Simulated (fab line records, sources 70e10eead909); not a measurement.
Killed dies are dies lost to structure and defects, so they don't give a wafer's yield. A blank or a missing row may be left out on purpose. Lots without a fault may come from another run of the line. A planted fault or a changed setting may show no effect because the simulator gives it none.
Chamber matching | flow nand_harc | NHARC_A_BLC_ALD_23 on ald_metal-04: 4 sister chambers
The step deposits TiN, target thk 3 nm, pulse time 1 s, ald cycles 150. 8 wafers are shown with their chamber, then 7 later ones without.

WAFERS WITH THEIR CHAMBER
wafer  | chamber | heater_power_w (W) | precursor_pulse_height_rel
L086.3 | 0       | 1129               | 1.011
L089.1 | 2       | 1225               | 1.020
L089.4 | 0       | 1119               | 0.965
L089.6 | 1       | 1089               | 0.981
L091.5 | 2       | 1242               | 1.008
L091.6 | 3       | 1126               | 0.981
L093.2 | 1       | 1125               | 0.987
L093.4 | 3       | 1127               | 1.017

WAFERS WITHOUT THEIR CHAMBER
wafer  | heater_power_w (W) | precursor_pulse_height_rel
L093.6 | 1152               | 1.009
L093.1 | 1102               | 0.995
L093.3 | 1193               | 1.001
L093.5 | 1093               | 0.954
L095.1 | 1101               | 0.999
L095.2 | 1194               | 1.022
L095.6 | 1130               | 1.037

WHICH CHAMBER EACH WENT THROUGH
wafer  | from the rows above          | in truth
L093.6 | can't be placed: 3 or 0 or 1 | 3
L093.1 | can't be placed: 1 or 0 or 3 | 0
L093.3 | can't be placed: 2 or 3 or 0 | 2
L093.5 | can't be placed: 1 or 0 or 3 | 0
L095.1 | can't be placed: 1 or 0 or 3 | 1
L095.2 | 2                            | 2
L095.6 | can't be placed: 3 or 0 or 1 | 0
Placed correctly: 1 of 7. Can't be placed from these rows: 6 (the true chamber is among the candidates in 6). Placed wrongly: 0.
How it was worked out, from the rows above alone: a wafer's distance from a chamber is the root of the sum, over the readings, of the square of ((its reading less the chamber's mean) divided by the reading's scatter). The wafer belongs to the nearest chamber; if the next one is less than 2 further off, it can't be placed. A chamber's mean is the mean of its shown wafers. The scatter: the root of (the sum of the squares of (reading less its chamber's mean) over the shown wafers, divided by (wafers less chambers)).
